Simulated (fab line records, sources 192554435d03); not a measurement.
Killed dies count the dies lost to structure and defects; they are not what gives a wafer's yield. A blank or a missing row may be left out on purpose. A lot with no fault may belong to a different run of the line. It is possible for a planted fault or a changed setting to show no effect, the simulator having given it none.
fab line records -- flow n5-finfet -- part 2 of 2: steps 21 to 29 of 29
[record] lots = 5, wafers = 15, last-day = 17
route steps=1938 shown TV_LITHO@1881 TV_OPEN@1887 PAD_METAL@1893 PASSIVATION@1897
lots that met no fault: taken from a fault-free run of the same line
start-h: start of the lot's first displayed wafer, in hours after the record's first day -- wait-h: hours elapsed since this lot's preceding step -- " identical to the entry in the row above -- L1.1+2: a row that stands for several wafers -- - either no value or no given start -- * or withheld: withheld -- < > ~ a bound
route shown NAME@n: a module of which the file shows steps, and the number in the route of the first -- usual: mean/standard deviation of fault-free wafers -- same: alike in all rows -- chamber/n: place in a boat -- sites: the reading at each site -- _std_site: the standard deviation of these -- _edge_site: outer sites' mean less inner sites' -- radius-mm: for every site, how far away it sits from the centre of the wafer -- mask NAME#n: copy n -- behind: tool/chamber where the wafer was last shaped -- hold: reason for holding the lot/hours on hold/outcome of the hold -- device: names the non-switching transistor (n, p or np) -- end of line: the tests these same wafers got at the end of their route -- a step given without rows: its recipe and nothing more -- killed: at the first sort, the dies lost to defects and structure; wafer yield is something else -- map: a wafer's dies, marking killed ones x, the rest . and places with no die _
set.NAME: the setting the step ran with; set.NAME@STEP: the setting that earlier step ran with -- model.NAME: the simulator's own value behind a step, which no gauge read
lots at selected steps of the route; one table per step, one row per wafer
services: from which hour (start-h, from the record's first day; less than 0 if before it) a tool's chamber was out of use, for how many hours, and why
[[steps]]
[step N5_PASSIVATION_EXPOSE_27]
[recipe] mask-id = PAD, na = 0.55, source-shape = conventional, sigma-outer = 0.8, polarization = unpolarized, defocus-nm = 0, dose-mj = 32.3
lot.wafer,tool,chamber,start-h,wait-h,mask
L074.4+5+6,krf-scanner-01,0,282.62,-,PAD#0
L076.1+2+6,krf-scanner-02,0,286.36,-,PAD#0
L090.1+2+5,krf-scanner-02,0,364.76,-,PAD#0
L089.3+5+6,krf-scanner-02,0,378.51,-,PAD#0
L097.2+4+6,krf-scanner-02,0,413.25,-,PAD#0
[step N5_PASSIVATION_PEB_28]
[recipe] peb-temp-c = withheld, peb-time-s = *
[usual] chill-plate-temp-C = *
[same] peb-time-s = *
lot.wafer,tool,chamber,start-h,wait-h,chill-plate-temp-C
L074.4,litho-track-04,0,282.66,0.0,*
L074.5,litho-track-04,0,282.66,0.0,*
L074.6,litho-track-04,0,282.66,0.0,*
L076.1,litho-track-02,0,286.41,0.1,*
L076.2,litho-track-02,0,286.41,0.1,*
L076.6,litho-track-02,0,286.41,0.1,*
L090.1,litho-track-02,0,364.81,0.1,*
L090.2,litho-track-02,0,364.81,0.1,*
L090.5,litho-track-02,0,364.81,0.1,*
L089.3,litho-track-02,0,378.56,0.0,*
L089.5,litho-track-02,0,378.56,0.0,*
L089.6,litho-track-02,0,378.56,0.0,*
L097.2,litho-track-04,0,413.30,0.0,*
L097.4,litho-track-04,0,413.30,0.0,*
L097.6,litho-track-04,0,413.30,0.0,*
[step N5_PASSIVATION_DEVELOP_29]
[recipe] develop-time-s = 60, rinse-liquid = diw, dry = air-spin, dev-temp-c = 21
[usual] chill-plate-temp-C = 22.98/0.1
[same] develop-time-s = 60
lot.wafer,tool,chamber,start-h,wait-h,chill-plate-temp-C
L074.4,litho-track-04,0,-,-,22.87
L074.5,litho-track-04,0,-,-,23.05
L074.6,litho-track-04,0,-,-,22.94
L076.1,litho-track-02,0,-,-,22.91
L076.2,litho-track-02,0,-,-,22.92
L076.6,litho-track-02,0,-,-,22.90
L090.1,litho-track-02,0,-,-,22.99
L090.2,litho-track-02,0,-,-,23.05
L090.5,litho-track-02,0,-,-,22.88
L089.3,litho-track-02,0,-,-,22.95
L089.5,litho-track-02,0,-,-,23.00
L089.6,litho-track-02,0,-,-,22.92
L097.2,litho-track-04,0,-,-,23.14
L097.4,litho-track-04,0,-,-,22.95
L097.6,litho-track-04,0,-,-,23.14
[step N5_PASSIVATION_HARDBAKE_31]
[recipe] temp-c = 130, time-s = 120
[usual] chill-plate-temp-C = 22.99/0.082
lot.wafer,tool,chamber,start-h,wait-h,chill-plate-temp-C
L074.4,litho-track-04,0,-,-,23.19
L074.5,litho-track-04,0,-,-,22.92
L074.6,litho-track-04,0,-,-,23.07
L076.1,litho-track-02,0,-,-,22.94
L076.2,litho-track-02,0,-,-,23.12
L076.6,litho-track-02,0,-,-,22.93
L090.1,litho-track-02,0,-,-,23.02
L090.2,litho-track-02,0,-,-,22.99
L090.5,litho-track-02,0,-,-,22.96
L089.3,litho-track-02,0,-,-,22.82
L089.5,litho-track-02,0,-,-,22.89
L089.6,litho-track-02,0,-,-,23.06
L097.2,litho-track-04,0,-,-,22.93
L097.4,litho-track-04,0,-,-,23.06
L097.6,litho-track-04,0,-,-,22.88
[step N5_PASSIVATION_CD_MEAS_30]
[recipe] target-cd-nm = 4000, landing-energy-ev = 500, detector = se-inlens, polarity = opening
[usual] cd-nm = 3999.4/1.7
[same] landing-energy-ev = 500
lot.wafer,tool,chamber,start-h,wait-h,cd-nm
L074.4,cd-sem-02,0,282.78,-,3999.6
L074.5,cd-sem-02,0,282.78,-,4001.6
L074.6,cd-sem-02,0,282.78,-,3999.3
L076.1,cd-sem-02,0,286.53,-,3997.8
L076.2,cd-sem-02,0,286.53,-,3995.5
L076.6,cd-sem-02,0,286.53,-,3998.6
L090.1,cd-sem-01,0,364.93,-,4002.0
L090.2,cd-sem-01,0,364.93,-,3999.9
L090.5,cd-sem-01,0,364.93,-,4001.7
L089.3,cd-sem-01,0,378.68,-,3996.4
L089.5,cd-sem-01,0,378.68,-,4001.3
L089.6,cd-sem-01,0,378.68,-,3998.1
L097.2,cd-sem-01,0,413.42,-,4001.2
L097.4,cd-sem-01,0,413.42,-,4001.0
L097.6,cd-sem-01,0,413.42,-,4000.3
[step N5_PASSIVATION_OVL_MEAS_63]
[recipe] points-per-wafer = 44
[usual] PAD_OVL = -1/6.5
lot.wafer,tool,chamber,start-h,wait-h,PAD_OVL[nm]
L074.4,overlay-02,0,282.81,0.0,8
L074.5,overlay-02,0,282.81,0.0,13
L074.6,overlay-02,0,282.81,0.0,10
L076.1,overlay-02,0,286.56,0.0,-12
L076.2,overlay-02,0,286.56,0.0,0
L076.6,overlay-02,0,286.56,0.0,2
L090.1,overlay-02,0,364.96,0.0,10
L090.2,overlay-02,0,364.96,0.0,11
L090.5,overlay-02,0,364.96,0.0,6
L089.3,overlay-02,0,378.71,0.0,-11
L089.5,overlay-02,0,378.71,0.0,-5
L089.6,overlay-02,0,378.71,0.0,-3
L097.2,overlay-02,0,413.45,0.0,-1
L097.4,overlay-02,0,413.45,0.0,-7
L097.6,overlay-02,0,413.45,0.0,-4
[step N5_PASSIVATION_INSPECT_64]
[recipe] mode = adi, inspect-instrument = macro
[usual] raw-defect-count = 2.2/1.4
lot.wafer,tool,chamber,start-h,wait-h,raw-defect-count
L074.4,defect-inspect-02,-,282.83,0.0,0
L074.5,defect-inspect-02,-,282.83,0.0,3
L074.6,defect-inspect-02,-,282.83,0.0,4
L076.1,defect-inspect-01,-,286.59,0.0,4
L076.2,defect-inspect-01,-,286.59,0.0,2
L076.6,defect-inspect-01,-,286.59,0.0,3
L090.1,defect-inspect-01,-,364.99,0.0,0
L090.2,defect-inspect-01,-,364.99,0.0,2
L090.5,defect-inspect-01,-,364.99,0.0,1
L089.3,defect-inspect-02,-,378.73,0.0,1
L089.5,defect-inspect-02,-,378.73,0.0,1
L089.6,defect-inspect-02,-,378.73,0.0,2
L097.2,defect-inspect-01,-,413.47,0.0,2
L097.4,defect-inspect-01,-,413.47,0.0,4
L097.6,defect-inspect-01,-,413.47,0.0,1
[step N5_PASSIVATION_DESCUM_32]
[recipe] chemistry = O2, time-s = 7.9, source-power-w = 50, bias-power-w = 20, pressure-mtorr = 20, rf-frequency-hz = 2.712e+07, temp-c = 40, o2-flow-sccm = 225
[usual] drypump-motor-current-A = 5.8/0.37, oes-product-au = 0.82/0.078, rf-vpp-V = 243.2/1.4, showerhead-plenum-p-Torr = 2.10/0.081, throttle-valve-pct = 20.28/0.14
lot.wafer,tool,chamber,start-h,wait-h,drypump-motor-current-A,oes-product-au,rf-hours-counter-h,rf-vpp-V,showerhead-plenum-p-Torr,throttle-valve-pct
L074.4,rie-diel-04,0,282.95,0.1,5.5,0.84,69,243.5,2.21,20.18
L074.5,rie-diel-04,1,282.95,0.1,5.7,0.72,-,244.5,2.17,20.42
L074.6,rie-diel-04,0,282.95,0.1,5.5,0.84,-,244.5,2.21,20.19
L076.1,rie-diel-03,1,286.68,0.1,6.3,0.83,50,242.5,2.14,20.51
L076.2,rie-diel-03,0,286.68,0.1,5.8,0.88,38,241.5,2.03,20.16
L076.6,rie-diel-03,2,286.68,0.1,4.8,0.87,-,242.5,2.04,20.24
L090.1,rie-diel-03,1,365.02,0.0,6.2,0.80,76,243.3,2.13,20.58
L090.2,rie-diel-03,2,365.02,0.0,4.8,0.85,52,242.8,2.03,20.29
L090.5,rie-diel-03,1,365.02,0.0,6.2,0.80,-,243.1,2.13,20.55
L089.3,rie-diel-04,0,379.01,0.3,5.5,0.81,101,245.4,2.20,20.23
L089.5,rie-diel-04,3,379.01,0.3,5.5,0.75,-,244.0,2.00,20.21
L089.6,rie-diel-04,0,379.01,0.3,5.5,0.80,-,246.0,2.20,20.23
L097.2,rie-diel-04,0,413.51,0.0,5.5,0.79,116,245.7,2.19,20.23
L097.4,rie-diel-04,3,413.51,0.0,5.5,0.74,145,241.1,1.99,20.25
L097.6,rie-diel-04,2,413.51,0.0,6.3,0.87,-,242.0,2.05,20.35
[step N5_PASSIVATION_AL_ETCH_33]
[recipe] chemistry = Cl2/BCl3, target-depth-a = 28000, over-etch-frac = 0.15, Cl2_flow_sccm = 180, bcl3-flow-sccm = 60, target = Al, stop-on = TaN, time-s = 466.7, ion-energy-ev = 100, pressure-mtorr = 10, icp-w = 900, bias-w = 100
[usual] drypump-motor-current-A = 5.9/0.41, oes-product-au = 0.69/0.07, throttle-valve-pct = 34.5/0.33
lot.wafer,tool,chamber,start-h,wait-h,drypump-motor-current-A,oes-product-au,rf-hours-counter-h,throttle-valve-pct
L074.4,rie-metal-03,1,283.17,0.2,6.0,0.67,-,34.7
L074.5,rie-metal-03,1,283.17,0.2,6.0,0.67,-,34.7
L074.6,rie-metal-03,0,283.17,0.2,6.4,0.58,-,34.6
L076.1,rie-metal-01,0,286.76,0.1,5.4,0.65,61,34.8
L076.2,rie-metal-01,1,286.76,0.1,6.2,0.70,41,34.6
L076.6,rie-metal-01,1,286.76,0.1,6.2,0.70,-,34.6
L090.1,rie-metal-01,0,365.11,0.1,5.5,0.64,69,34.8
L090.2,rie-metal-01,1,365.11,0.1,6.2,0.68,49,34.7
L090.5,rie-metal-01,0,365.11,0.1,5.5,0.64,-,34.8
L089.3,rie-metal-03,1,379.23,0.2,6.0,0.64,-,34.7
L089.5,rie-metal-03,0,379.23,0.2,6.4,0.83,-,33.8
L089.6,rie-metal-03,1,379.23,0.2,6.0,0.65,-,34.7
L097.2,rie-metal-02,0,413.59,0.1,5.2,0.65,55,34.2
L097.4,rie-metal-02,1,413.59,0.1,5.8,0.73,-,34.3
L097.6,rie-metal-02,1,413.59,0.1,5.8,0.74,-,34.3
[[services]]
tool,chamber,start-h,hours,kind
rie-diel-06,1,259.30,-,clean
rie-diel-06,1,259.30,-,consumable-replace:focus-ring
rie-diel-06,1,259.30,16.3,scheduled-down
rie-diel-06,1,259.30,16.3,vent-cycle
rie-diel-01,2,265.90,16.8,repair
litho-track-04,-,281.80,-,consumable-replace:filter
krf-scanner-01,-,282.70,4.0,pm
krf-scanner-02,-,314.89,0.8,pm
krf-scanner-01,-,319.42,0.8,pm
pvd-sputter-02,-,322.06,8.6,repair
wet-bench-04,-,338.07,4.1,repair
wet-bench-02,-,343.48,1.4,repair
krf-scanner-01,-,346.28,1.3,pm
krf-scanner-02,-,348.62,1.3,pm
pvd-sputter-02,-,354.74,5.9,repair
pvd-sputter-03,-,364.90,3.4,repair
rie-diel-03,2,370.53,9.9,repair
rie-diel-05,-,370.65,0.8,repair
rie-diel-06,2,372.79,4.4,repair
krf-scanner-01,-,378.90,1.0,pm
wet-bench-02,-,380.14,37.2,repair
krf-scanner-02,-,387.50,3.6,repair
krf-scanner-02,-,394.04,1.0,repair
rie-diel-05,0,404.30,1.6,repair
